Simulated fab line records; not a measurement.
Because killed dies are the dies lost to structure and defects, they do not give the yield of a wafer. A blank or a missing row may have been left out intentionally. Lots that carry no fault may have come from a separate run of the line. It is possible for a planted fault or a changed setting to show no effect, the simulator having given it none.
Which tool is to blame? :: flow n5_finfet :: 24 lots, 72 wafers sampled, at 3 steps of a route of 1938

WHAT THE GAUGES SHOWED, per wafer
N5_BEOL_M8_INSPECT_30: inspects for defects (brightfield). Usual: 383 for raw_defect_count, sd 78.
lot: L076
measured: day 13 19:14
on: defect_inspect-01
raw_defect_count: 383 528 303
flag: 

lot: L074
measured: day 13 20:04
on: defect_inspect-01
raw_defect_count: 452 565 386
flag: 

lot: L075
measured: day 13 23:24
on: defect_inspect-02
raw_defect_count: 373 336 310
flag: 

lot: L077
measured: day 14 06:11
on: defect_inspect-01
raw_defect_count: 293 427 314
flag: 

lot: L079
measured: day 14 09:05
on: defect_inspect-02
raw_defect_count: 404 352 328
flag: 

lot: L078
measured: day 14 06:08
on: defect_inspect-02
raw_defect_count: 470 397 384
flag: 

lot: L081
measured: day 14 19:55
on: defect_inspect-02
raw_defect_count: 386 388 331
flag: 

lot: L080
measured: day 15 05:55
on: defect_inspect-01
raw_defect_count: 583 368 459
flag: 

lot: L083
measured: day 15 06:05
on: defect_inspect-01
raw_defect_count: 376 570 400
flag: 

lot: L082
measured: day 15 10:30
on: defect_inspect-01
raw_defect_count: 347 330 348
flag: 

lot: L085
measured: day 15 13:44
on: defect_inspect-02
raw_defect_count: 302 418 281
flag: 

lot: L084
measured: day 15 22:11
on: defect_inspect-02
raw_defect_count: 412 403 419
flag: 

lot: L086
measured: day 16 01:02
on: defect_inspect-01
raw_defect_count: 352 442 419
flag: 

lot: L089
measured: day 16 19:17
on: defect_inspect-01
raw_defect_count: 341 338 371
flag: 

lot: L091
measured: day 16 19:43
on: defect_inspect-02
raw_defect_count: 360 356 443
flag: 

lot: L088
measured: day 17 03:47
on: defect_inspect-01
raw_defect_count: 446 514 477
flag: 

lot: L087
measured: day 17 03:50
on: defect_inspect-01
raw_defect_count: 418 524 548
flag: 

lot: L092
measured: day 17 06:50
on: defect_inspect-02
raw_defect_count: 206 302 326
flag: 

lot: L090
measured: day 17 10:23
on: defect_inspect-02
raw_defect_count: 267 266 311
flag: 

lot: L093
measured: day 18 05:11
on: defect_inspect-02
raw_defect_count: 383 431 391
flag: 

lot: L094
measured: day 18 11:15
on: defect_inspect-02
raw_defect_count: 311 444 462
flag: 

lot: L095
measured: day 18 16:47
on: defect_inspect-02
raw_defect_count: 525 375 352
flag: 

lot: L096
measured: day 18 19:06
on: defect_inspect-01
raw_defect_count: 287 236 311
flag: 

lot: L097
measured: day 19 05:17
on: defect_inspect-01
raw_defect_count: 541 478 450
flag: 

TOOL THAT RAN EACH LOT (tool first, then ch and the chambers of the sampled wafers, then the start)
lot: L076
N5_BEOL_M8_CURE_74: uv_cure-01 ch 0, day 13 14:26
N5_BEOL_M8_HM_OPEN_17: rie_metal-02 ch 0,1, day 13 18:11

lot: L074
N5_BEOL_M8_CURE_74: uv_cure-02 ch 2, day 13 17:22
N5_BEOL_M8_HM_OPEN_17: rie_metal-02 ch 0,1, day 13 19:20

lot: L075
N5_BEOL_M8_CURE_74: uv_cure-02 ch 2, day 13 18:43
N5_BEOL_M8_HM_OPEN_17: rie_metal-01 ch 0,1, day 13 22:43

lot: L077
N5_BEOL_M8_CURE_74: uv_cure-03 ch 0, day 13 21:37
N5_BEOL_M8_HM_OPEN_17: rie_metal-01 ch 0,1, day 14 03:35

lot: L079
N5_BEOL_M8_CURE_74: uv_cure-01 ch 2, day 13 21:50
N5_BEOL_M8_HM_OPEN_17: rie_metal-02 ch 0,1, day 14 03:35

lot: L078
N5_BEOL_M8_CURE_74: uv_cure-02 ch 0, day 13 22:10
N5_BEOL_M8_HM_OPEN_17: rie_metal-03 ch 0,1, day 14 03:35

lot: L081
N5_BEOL_M8_CURE_74: uv_cure-01 ch 1, day 14 17:03
N5_BEOL_M8_HM_OPEN_17: rie_metal-01 ch 0,1, day 14 19:11

lot: L080
N5_BEOL_M8_CURE_74: uv_cure-01 ch 2, day 14 23:42
N5_BEOL_M8_HM_OPEN_17: rie_metal-02 ch 0, day 15 02:13

lot: L083
N5_BEOL_M8_CURE_74: uv_cure-02 ch 1, day 15 02:50
N5_BEOL_M8_HM_OPEN_17: rie_metal-01 ch 0,1, day 15 04:47

lot: L082
N5_BEOL_M8_CURE_74: uv_cure-01 ch 0, day 15 04:14
N5_BEOL_M8_HM_OPEN_17: rie_metal-03 ch 1, day 15 07:17

lot: L085
N5_BEOL_M8_CURE_74: uv_cure-01 ch 2, day 15 09:09
N5_BEOL_M8_HM_OPEN_17: rie_metal-03 ch 0,1, day 15 12:26

lot: L084
N5_BEOL_M8_CURE_74: uv_cure-02 ch 1, day 15 16:37
N5_BEOL_M8_HM_OPEN_17: rie_metal-03 ch 0,1, day 15 18:46

lot: L086
N5_BEOL_M8_CURE_74: uv_cure-01 ch 0, day 15 19:43
N5_BEOL_M8_HM_OPEN_17: rie_metal-02 ch 0, day 15 23:49

lot: L089
N5_BEOL_M8_CURE_74: uv_cure-02 ch 0, day 16 15:01
N5_BEOL_M8_HM_OPEN_17: rie_metal-01 ch 0,1, day 16 18:28

lot: L091
N5_BEOL_M8_CURE_74: uv_cure-03 ch 2, day 16 16:42
N5_BEOL_M8_HM_OPEN_17: rie_metal-02 ch 0,1, day 16 19:08

lot: L088
N5_BEOL_M8_CURE_74: uv_cure-03 ch 0, day 16 22:41
N5_BEOL_M8_HM_OPEN_17: rie_metal-01 ch 0,1, day 17 01:58

lot: L087
N5_BEOL_M8_CURE_74: uv_cure-02 ch 2, day 16 23:11
N5_BEOL_M8_HM_OPEN_17: rie_metal-01 ch 0,1, day 17 02:09

lot: L092
N5_BEOL_M8_CURE_74: uv_cure-03 ch 1, day 17 03:28
N5_BEOL_M8_HM_OPEN_17: rie_metal-03 ch 0,1, day 17 06:02

lot: L090
N5_BEOL_M8_CURE_74: uv_cure-02 ch 2, day 17 05:16
N5_BEOL_M8_HM_OPEN_17: rie_metal-02 ch 0,1, day 17 08:22

lot: L093
N5_BEOL_M8_CURE_74: uv_cure-01 ch 2, day 18 00:20
N5_BEOL_M8_HM_OPEN_17: rie_metal-01 ch 0, day 18 04:20

lot: L094
N5_BEOL_M8_CURE_74: uv_cure-01 ch 0, day 18 08:20
N5_BEOL_M8_HM_OPEN_17: rie_metal-02 ch 0,1, day 18 10:20

lot: L095
N5_BEOL_M8_CURE_74: uv_cure-02 ch 0, day 18 13:13
N5_BEOL_M8_HM_OPEN_17: rie_metal-03 ch 1, day 18 16:08

lot: L096
N5_BEOL_M8_CURE_74: uv_cure-02 ch 0, day 18 14:10
N5_BEOL_M8_HM_OPEN_17: rie_metal-03 ch 0,1, day 18 16:57

lot: L097
N5_BEOL_M8_CURE_74: uv_cure-01 ch 0, day 19 00:24
N5_BEOL_M8_HM_OPEN_17: rie_metal-03 ch 0,1, day 19 04:12
- N5_BEOL_M8_CURE_74: cures SiCOH lowk, time 240 s.
- N5_BEOL_M8_HM_OPEN_17: chemistry Cl2/BCl3, target TiN, target depth 20 nm, overetch 6 nm.

AS READ BY THE TOOLS THEMSELVES (means over the sampled wafers that have a number; for cases with no such wafer, the mark the record gives instead)
N5_BEOL_M8_CURE_74. Usual: lamp_power_pct 52.32 %, standard deviation 0.059; wafer_temp_C_max 386.6, standard deviation 0.55.
lot: L076
tool: uv_cure-01
lamp_power_pct (%): 52.29
wafer_temp_C_max: 386.5
flag: 

lot: L074
tool: uv_cure-02
lamp_power_pct (%): 52.37
wafer_temp_C_max: 386.6
flag: 

lot: L075
tool: uv_cure-02
lamp_power_pct (%): 52.30
wafer_temp_C_max: 386.9
flag: 

lot: L077
tool: uv_cure-03
lamp_power_pct (%): 52.30
wafer_temp_C_max: 387.0
flag: 

lot: L079
tool: uv_cure-01
lamp_power_pct (%): 52.37
wafer_temp_C_max: 386.0
flag: 

lot: L078
tool: uv_cure-02
lamp_power_pct (%): 52.30
wafer_temp_C_max: 386.7
flag: 

lot: L081
tool: uv_cure-01
lamp_power_pct (%): 52.34
wafer_temp_C_max: 388.0
flag: 

lot: L080
tool: uv_cure-01
lamp_power_pct (%): 52.28
wafer_temp_C_max: 385.6
flag: 

lot: L083
tool: uv_cure-02
lamp_power_pct (%): 52.31
wafer_temp_C_max: 386.8
flag: 

lot: L082
tool: uv_cure-01
lamp_power_pct (%): 52.30
wafer_temp_C_max: 386.6
flag: 

lot: L085
tool: uv_cure-01
lamp_power_pct (%): 52.31
wafer_temp_C_max: 386.0
flag: 

lot: L084
tool: uv_cure-02
lamp_power_pct (%): 52.33
wafer_temp_C_max: 386.6
flag: 

lot: L086
tool: uv_cure-01
lamp_power_pct (%): 52.32
wafer_temp_C_max: 387.1
flag: 

lot: L089
tool: uv_cure-02
lamp_power_pct (%): 52.27
wafer_temp_C_max: 387.0
flag: 

lot: L091
tool: uv_cure-03
lamp_power_pct (%): 52.39
wafer_temp_C_max: 386.1
flag: 

lot: L088
tool: uv_cure-03
lamp_power_pct (%): 52.28
wafer_temp_C_max: 386.8
flag: 

lot: L087
tool: uv_cure-02
lamp_power_pct (%): 52.31
wafer_temp_C_max: 386.3
flag: 

lot: L092
tool: uv_cure-03
lamp_power_pct (%): 52.34
wafer_temp_C_max: 386.5
flag: 

lot: L090
tool: uv_cure-02
lamp_power_pct (%): 52.28
wafer_temp_C_max: 386.3
flag: 

lot: L093
tool: uv_cure-01
lamp_power_pct (%): 52.33
wafer_temp_C_max: 386.5
flag: 

lot: L094
tool: uv_cure-01
lamp_power_pct (%): 52.29
wafer_temp_C_max: 386.3
flag: 

lot: L095
tool: uv_cure-02
lamp_power_pct (%): 52.38
wafer_temp_C_max: 387.0
flag: 

lot: L096
tool: uv_cure-02
lamp_power_pct (%): 52.27
wafer_temp_C_max: 386.5
flag: 

lot: L097
tool: uv_cure-01
lamp_power_pct (%): 52.24
wafer_temp_C_max: 386.4
flag: 

N5_BEOL_M8_HM_OPEN_17. Usual: drypump_motor_current_A 6.0 A, standard deviation 0.47; oes_product_au 0.66 a.u., standard deviation 0.073; throttle_valve_pct 22.0 %, standard deviation 0.33.
lot: L076
tool: rie_metal-02
drypump_motor_current_A (A): 5.4
oes_product_au (a.u.): 0.61
throttle_valve_pct (%): 22.2
flag: 

lot: L074
tool: rie_metal-02
drypump_motor_current_A (A): 5.4
oes_product_au (a.u.): 0.60
throttle_valve_pct (%): 22.4
flag: 

lot: L075
tool: rie_metal-01
drypump_motor_current_A (A): 6.3
oes_product_au (a.u.): 0.61
throttle_valve_pct (%): 21.8
flag: 

lot: L077
tool: rie_metal-01
drypump_motor_current_A (A): 6.4
oes_product_au (a.u.): 0.63
throttle_valve_pct (%): 21.7
flag: 

lot: L079
tool: rie_metal-02
drypump_motor_current_A (A): 5.4
oes_product_au (a.u.): 0.59
throttle_valve_pct (%): 22.4
flag: 

lot: L078
tool: rie_metal-03
drypump_motor_current_A (A): 6.2
oes_product_au (a.u.): 0.75
throttle_valve_pct (%): 21.8
flag: 

lot: L081
tool: rie_metal-01
drypump_motor_current_A (A): 6.4
oes_product_au (a.u.): 0.62
throttle_valve_pct (%): 21.7
flag: 

lot: L080
tool: rie_metal-02
drypump_motor_current_A (A): 5.4
oes_product_au (a.u.): 0.64
throttle_valve_pct (%): 22.1
flag: 

lot: L083
tool: rie_metal-01
drypump_motor_current_A (A): 6.3
oes_product_au (a.u.): 0.60
throttle_valve_pct (%): 21.9
flag: 

lot: L082
tool: rie_metal-03
drypump_motor_current_A (A): 6.5
oes_product_au (a.u.): 0.78
throttle_valve_pct (%): 21.7
flag: 

lot: L085
tool: rie_metal-03
drypump_motor_current_A (A): 6.0
oes_product_au (a.u.): 0.70
throttle_valve_pct (%): 22.0
flag: 

lot: L084
tool: rie_metal-03
drypump_motor_current_A (A): 6.2
oes_product_au (a.u.): 0.74
throttle_valve_pct (%): 21.8
flag: 

lot: L086
tool: rie_metal-02
drypump_motor_current_A (A): 5.4
oes_product_au (a.u.): 0.63
throttle_valve_pct (%): 22.1
flag: 

lot: L089
tool: rie_metal-01
drypump_motor_current_A (A): 6.3
oes_product_au (a.u.): 0.60
throttle_valve_pct (%): 21.9
flag: 

lot: L091
tool: rie_metal-02
drypump_motor_current_A (A): 5.5
oes_product_au (a.u.): 0.77
throttle_valve_pct (%): 22.4
flag: 

lot: L088
tool: rie_metal-01
drypump_motor_current_A (A): 6.3
oes_product_au (a.u.): 0.59
throttle_valve_pct (%): 21.9
flag: 

lot: L087
tool: rie_metal-01
drypump_motor_current_A (A): 6.4
oes_product_au (a.u.): 0.62
throttle_valve_pct (%): 21.7
flag: 

lot: L092
tool: rie_metal-03
drypump_motor_current_A (A): 6.2
oes_product_au (a.u.): 0.74
throttle_valve_pct (%): 21.8
flag: 

lot: L090
tool: rie_metal-02
drypump_motor_current_A (A): 5.4
oes_product_au (a.u.): 0.73
throttle_valve_pct (%): 22.4
flag: 

lot: L093
tool: rie_metal-01
drypump_motor_current_A (A): 6.4
oes_product_au (a.u.): 0.63
throttle_valve_pct (%): 21.5
flag: 

lot: L094
tool: rie_metal-02
drypump_motor_current_A (A): 5.4
oes_product_au (a.u.): 0.66
throttle_valve_pct (%): 22.3
flag: 

lot: L095
tool: rie_metal-03
drypump_motor_current_A (A): 6.5
oes_product_au (a.u.): 0.75
throttle_valve_pct (%): 21.7
flag: 

lot: L096
tool: rie_metal-03
drypump_motor_current_A (A): 6.2
oes_product_au (a.u.): 0.71
throttle_valve_pct (%): 21.8
flag: 

lot: L097
tool: rie_metal-03
drypump_motor_current_A (A): 6.0
oes_product_au (a.u.): 0.69
throttle_valve_pct (%): 22.0
flag: 

THE ANSWER, worked out from the rows above alone
Rule: a lot counts as off when the mean over its wafers that have a number is more than 3 standard deviations away from the usual mean. A lot without any number at a reading at which 4 lots or more have one is off too. The other lots that the step has rows for count as sound. After the gauges, taken in route order, come the tools' own readings; for these a lot's mean is taken, as printed above. At the first step where some lot is off, the reading lying furthest off is the one used; lots without a number count as furthest.
Across all readings shown, no lot is off: no conclusion can be drawn from this.

WHAT THE SIMULATOR HAD PUT IN
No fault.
